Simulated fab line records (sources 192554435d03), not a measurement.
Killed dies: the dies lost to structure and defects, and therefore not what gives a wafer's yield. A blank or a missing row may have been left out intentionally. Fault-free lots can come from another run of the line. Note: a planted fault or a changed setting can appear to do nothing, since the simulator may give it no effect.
Chamber matching    flow n5_finfet    pecvd-01 running N5_PASSIVATION_PECVD_00: 3 sister chambers
The step deposits SiO2 from SiH4/N2O, target thk 200 nm, time 11.2 s. 16 wafers are shown with their chamber, then 8 later ones without.

== WAFERS WITH THEIR CHAMBER ==
wafer   chamber  throttle_valve_pct (%)  showerhead_plenum_p_Torr (Torr)  heater_power_w (W)
L074.2  2        46                      8.24                             699
L074.3  1        51                      8.01                             529
L074.4  2        46                      8.22                             545
L078.4  0        55                      8.06                             484
L078.5  1        50                      7.99                             522
L078.6  2        46                      8.22                             686
L080.1  2        46                      8.23                             614
L080.3  1        50                      8.00                             467
L080.4  1        50                      7.99                             486
L081.1  2        46                      8.25                             684
L081.2  0        55                      8.06                             618
L081.6  1        51                      7.99                             410
L084.1  0        55                      8.05                             608
L084.5  1        50                      7.98                             483
L084.6  2        46                      8.20                             653
L086.2  0        55                      8.07                             561

SIGNATURES (means of the wafers above)
reading                   chamber 0  chamber 1  chamber 2  scatter within a chamber
throttle_valve_pct        55.00      50.33      46.00      0.32
showerhead_plenum_p_Torr  8.0600     7.9933     8.2267     0.0132
heater_power_w            567.75     482.83     646.83     53.8
Rule: a wafer lies at a distance from a chamber equal to the root of the sum of squares, over the readings, of (its reading less the chamber's mean, divided by the reading's scatter). The wafer belongs to the nearest chamber; if the next one is less than 2 further off, it can't be placed. The scatter is the square root of a quotient: the sum, over the shown wafers, of each reading's squared deviation from its chamber's mean, divided by wafers minus chambers.

== WAFERS MISSING THEIR CHAMBER ==
wafer   throttle_valve_pct (%)  showerhead_plenum_p_Torr (Torr)  heater_power_w (W)
L086.3  51                      7.97                             503
L086.6  50                      7.99                             489
L094.1  50                      7.98                             469
L094.4  55                      8.05                             539
L094.5  50                      7.99                             466
L093.3  55                      8.04                             593
L093.5  55                      8.05                             595
L093.6  46                      8.22                             688

== CHAMBER TAKEN BY EACH ==
wafer   from the rows above  in truth
L086.3  1                    1
L086.6  1                    1
L094.1  1                    1
L094.4  0                    0
L094.5  1                    1
L093.3  0                    0
L093.5  0                    0
L093.6  2                    2
Correctly placed: 8 of 8. Left unplaced by these rows: 0. 0 placed wrongly.
